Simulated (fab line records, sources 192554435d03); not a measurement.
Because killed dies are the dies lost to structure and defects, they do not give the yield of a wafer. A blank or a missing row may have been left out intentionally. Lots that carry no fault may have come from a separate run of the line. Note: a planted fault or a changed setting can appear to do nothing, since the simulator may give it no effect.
Split-lot experiment :: flow n5 finfet :: route with 1938 steps; 7 lots, 21 wafers read

THE SPLIT
At N5_BEOL_M4_COAT_62 (time 60 s, resist thk 12 nm), the setting spin rpm was moved away from the recipe's 1500 rpm on 9 of the 21 wafers read, by -9.5% to +11.0%. The other wafers ran this setting at the recipe's value.

FROM THE SPLIT TO THE READING: what the file shows between them, 4 steps
- N5_BEOL_M4_COAT_73: time 60 s, resist thk 5 nm
- N5_BEOL_M4_COAT_05: resist thk 30 nm
- N5_BEOL_M4_DESCUM_16: chemistry O2, time 7 s
- N5_BEOL_M4_ETCH_74: etches underlayer in N2/H2, target depth 6.5 nm, time 5.2 s

THE READING
CAR-EUV_of_BEOL_M4_COAT_05.thk nm (the simulator's own value, which no gauge read), in nm, at N5_BEOL_M4_ETCH_63 (etches SiARC in CF4, target depth 15.6 nm, time 26 s). No usual value for it is given in the file. Average 11.1 nm, standard deviation 0.094 nm, over the 12 wafers here run with the recipe.

wafer: L075.2
tool, chamber at the split: litho track-02, 0
spin rpm as run, rpm: 1665
against the recipe: +11.0%
CAR-EUV_of_BEOL_M4_COAT_05.thk nm, nm: 11.6
against lot-mates on the recipe: +0.6

wafer: L075.5
tool, chamber at the split: litho track-02, 0
spin rpm as run, rpm: 1665
against the recipe: +11.0%
CAR-EUV_of_BEOL_M4_COAT_05.thk nm, nm: 11.6
against lot-mates on the recipe: +0.6

wafer: L075.6
tool, chamber at the split: litho track-02, 0
spin rpm as run, rpm: 1500
against the recipe: recipe
CAR-EUV_of_BEOL_M4_COAT_05.thk nm, nm: 11
against lot-mates on the recipe: -

wafer: L076.2
tool, chamber at the split: litho track-05, 0
spin rpm as run, rpm: 1500
against the recipe: recipe
CAR-EUV_of_BEOL_M4_COAT_05.thk nm, nm: 11.2
against lot-mates on the recipe: -

wafer: L076.5
tool, chamber at the split: litho track-05, 0
spin rpm as run, rpm: 1500
against the recipe: recipe
CAR-EUV_of_BEOL_M4_COAT_05.thk nm, nm: 11.2
against lot-mates on the recipe: -

wafer: L076.6
tool, chamber at the split: litho track-05, 0
spin rpm as run, rpm: 1500
against the recipe: recipe
CAR-EUV_of_BEOL_M4_COAT_05.thk nm, nm: 11.2
against lot-mates on the recipe: -

wafer: L078.1
tool, chamber at the split: litho track-02, 0
spin rpm as run, rpm: 1500
against the recipe: recipe
CAR-EUV_of_BEOL_M4_COAT_05.thk nm, nm: 11
against lot-mates on the recipe: -

wafer: L078.6
tool, chamber at the split: litho track-02, 0
spin rpm as run, rpm: 1500
against the recipe: recipe
CAR-EUV_of_BEOL_M4_COAT_05.thk nm, nm: 11
against lot-mates on the recipe: -

wafer: L078.3
tool, chamber at the split: litho track-02, 0
spin rpm as run, rpm: 1410
against the recipe: -6.0%
CAR-EUV_of_BEOL_M4_COAT_05.thk nm, nm: 10.8
against lot-mates on the recipe: -0.2

wafer: L081.1
tool, chamber at the split: litho track-01, 0
spin rpm as run, rpm: 1555
against the recipe: +3.7%
CAR-EUV_of_BEOL_M4_COAT_05.thk nm, nm: 11.6
against lot-mates on the recipe: +0.4

wafer: L081.4
tool, chamber at the split: litho track-01, 0
spin rpm as run, rpm: 1500
against the recipe: recipe
CAR-EUV_of_BEOL_M4_COAT_05.thk nm, nm: 11.2
against lot-mates on the recipe: -

wafer: L081.6
tool, chamber at the split: litho track-01, 0
spin rpm as run, rpm: 1500
against the recipe: recipe
CAR-EUV_of_BEOL_M4_COAT_05.thk nm, nm: 11.2
against lot-mates on the recipe: -

wafer: L085.1
tool, chamber at the split: litho track-05, 0
spin rpm as run, rpm: 1594
against the recipe: +6.3%
CAR-EUV_of_BEOL_M4_COAT_05.thk nm, nm: 11.6
against lot-mates on the recipe: +0.4

wafer: L085.3
tool, chamber at the split: litho track-05, 0
spin rpm as run, rpm: 1594
against the recipe: +6.3%
CAR-EUV_of_BEOL_M4_COAT_05.thk nm, nm: 11.4
against lot-mates on the recipe: +0.2

wafer: L085.6
tool, chamber at the split: litho track-05, 0
spin rpm as run, rpm: 1500
against the recipe: recipe
CAR-EUV_of_BEOL_M4_COAT_05.thk nm, nm: 11.2
against lot-mates on the recipe: -

wafer: L096.1
tool, chamber at the split: litho track-05, 0
spin rpm as run, rpm: 1358
against the recipe: -9.5%
CAR-EUV_of_BEOL_M4_COAT_05.thk nm, nm: 10.6
against lot-mates on the recipe: -0.6

wafer: L096.3
tool, chamber at the split: litho track-05, 0
spin rpm as run, rpm: 1358
against the recipe: -9.5%
CAR-EUV_of_BEOL_M4_COAT_05.thk nm, nm: 10.8
against lot-mates on the recipe: -0.4

wafer: L096.4
tool, chamber at the split: litho track-05, 0
spin rpm as run, rpm: 1500
against the recipe: recipe
CAR-EUV_of_BEOL_M4_COAT_05.thk nm, nm: 11.2
against lot-mates on the recipe: -

wafer: L097.2
tool, chamber at the split: litho track-01, 0
spin rpm as run, rpm: 1637
against the recipe: +9.1%
CAR-EUV_of_BEOL_M4_COAT_05.thk nm, nm: 11.6
against lot-mates on the recipe: +0.5

wafer: L097.3
tool, chamber at the split: litho track-01, 0
spin rpm as run, rpm: 1500
against the recipe: recipe
CAR-EUV_of_BEOL_M4_COAT_05.thk nm, nm: 11.2
against lot-mates on the recipe: -

wafer: L097.6
tool, chamber at the split: litho track-01, 0
spin rpm as run, rpm: 1500
against the recipe: recipe
CAR-EUV_of_BEOL_M4_COAT_05.thk nm, nm: 11
against lot-mates on the recipe: -

THE FIT
A straight line over all 21 wafers: CAR-EUV_of_BEOL_M4_COAT_05.thk nm changes by +0.0485 nm for each +1% of spin rpm; r = +0.92; the points scatter about the line by 0.11 nm.
The same after taking each lot's own level away (the mean of its wafers on the recipe; 21 wafers): +0.0527 nm for each +1%; r = +0.97; scatter 0.078 nm.
Per that fit: largest spin rpm move, reading shift of 0.58 nm.
Measured against the standard deviation above, the lots' own levels, which go from 11.00 to 11.20 nm, span 2.1 times it.
So the lot-to-lot level changes the slope little: the two slopes agree.
Check: +0.593 nm against its lot-mates is what the line predicts for one of the wafers moved furthest among these (+11.0%) when that wafer is left out of the fit. It came out at +0.6 nm against them.

THESE WAFERS: OTHER SPLITS
Before the reading, these wafers also passed through other splits. Each is held against what the fit with the lots' levels taken away leaves over:
other split on the same wafers: N5_BEOL_M3_EXPOSE_08 dose mj
wafers away from the commonest value: 9
r with CAR-EUV_of_BEOL_M4_COAT_05.thk nm (lot level and that fit taken away): +0.04

other split on the same wafers: N5_BEOL_M4_ILD_DEP_00 time s
wafers away from the commonest value: 9
r with CAR-EUV_of_BEOL_M4_COAT_05.thk nm (lot level and that fit taken away): -0.09

THE WHOLE CHAIN: every reading that the file lists as answering this split, in the file's order
step: N5_BEOL_M4_COAT_62
what it does: time 60 s, resist thk 12 nm
reading: SiARC_of_BEOL_M4_COAT_62.thk nm (the simulator's own value, which no gauge read)
change (the file's fit): -0.0564 nm for each +1% of the setting
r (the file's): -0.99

step: N5_BEOL_M4_ETCH_63
what it does: etches SiARC in CF4, target depth 15.6 nm, time 26 s
reading: etch.depth nm (the simulator's own value, which no gauge read)
change (the file's fit): -0.0578 nm for each +1% of the setting
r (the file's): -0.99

step: N5_BEOL_M4_ETCH_63
what it does: etches SiARC in CF4, target depth 15.6 nm, time 26 s
reading: CAR-EUV_of_BEOL_M4_COAT_05.thk nm (the simulator's own value, which no gauge read)
change (the file's fit): +0.0534 nm for each +1% of the setting
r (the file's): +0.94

THE FILE'S OWN FIT
CAR-EUV_of_BEOL_M4_COAT_05.thk nm changes by +0.0534 nm for each +1% of spin rpm, r = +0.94.
